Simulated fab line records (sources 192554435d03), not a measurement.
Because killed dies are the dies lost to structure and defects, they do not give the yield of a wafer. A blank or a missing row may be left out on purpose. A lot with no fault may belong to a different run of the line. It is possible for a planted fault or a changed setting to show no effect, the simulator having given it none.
Which of the tools did it?	flow n5 finfet	33 wafers from 11 lots sampled at 2 of the route's 1938 steps

== WHAT THE GAUGES SHOWED, per wafer ==
N5_BEOL_M11_OVL_MEAS_12.
lot	measured	on	M11_OVL (nm)
L074	day 13 08:34	overlay-02	-0.6 -0.2 -0.2
L077	day 13 22:25	overlay-02	0.4 -0.7 0.6
L083	day 14 08:48	overlay-01	-0.5 1.2 0.2
L081	day 15 02:27	overlay-02	-0.7 1.1 -0.6
L082	day 15 16:53	overlay-02	0.0 0.0 -0.3
L080	day 16 04:40	overlay-02	-0.5 0.7 -0.1
L088	day 16 20:02	overlay-01	-0.8 -1.4 -0.7
L093	day 17 01:38	overlay-01	-1.6 -0.4 -0.2
L092	day 17 02:15	overlay-02	-2.0 -1.1 -1.9
L094	day 18 00:19	overlay-01	-0.2 0.1 -0.1
L097	day 18 16:09	overlay-02	-1.2 -0.1 0.0

== WHICH TOOL RAN EACH LOT (tool, then ch and the chambers of the sampled wafers, then the start) ==
lot	N5_BEOL_M11_ILD_DEP_00
L074	pecvd-01 ch 0,1,2, day 13 06:31
L077	pecvd-02 ch 1,2, day 13 20:38
L083	pecvd-03 ch 0,2, day 14 06:08
L081	pecvd-01 ch 0,1,2, day 14 22:48
L082	pecvd-03 ch 0,1, day 15 14:43
L080	pecvd-03 ch 0,2, day 16 00:14
L088	pecvd-03 ch 0,2, day 16 16:51
L093	pecvd-02 ch 1,2, day 16 21:47
L092	pecvd-03 ch 0,2, day 17 00:13
L094	pecvd-01 ch 2, day 17 22:22
L097	pecvd-02 ch 0,2, day 18 14:34
- N5_BEOL_M11_ILD_DEP_00: deposits SiCOH lowk from DEMS/porogen, target thk 308.51 nm, time 58 s.

== THE ANSWER, worked out from the rows above alone ==
Rule: what is usual is taken from the lots themselves. The widest of any qualifying gaps counts: lots, ordered by their means at a reading, are off when they make up no more than a third of the lots, leave a main group of 4 or more, and stand apart from it by 3 or more times the standard deviation of that group's means. Not used: any main group whose means are identical at the precision the tables above print for the reading. A lot without any number at a reading at which 4 lots or more have one is off too. All remaining lots with rows at the step are treated as sound.
None of the lots is off at any reading shown; this tells nothing.

== WHAT WAS PUT IN BY THE SIMULATOR ==
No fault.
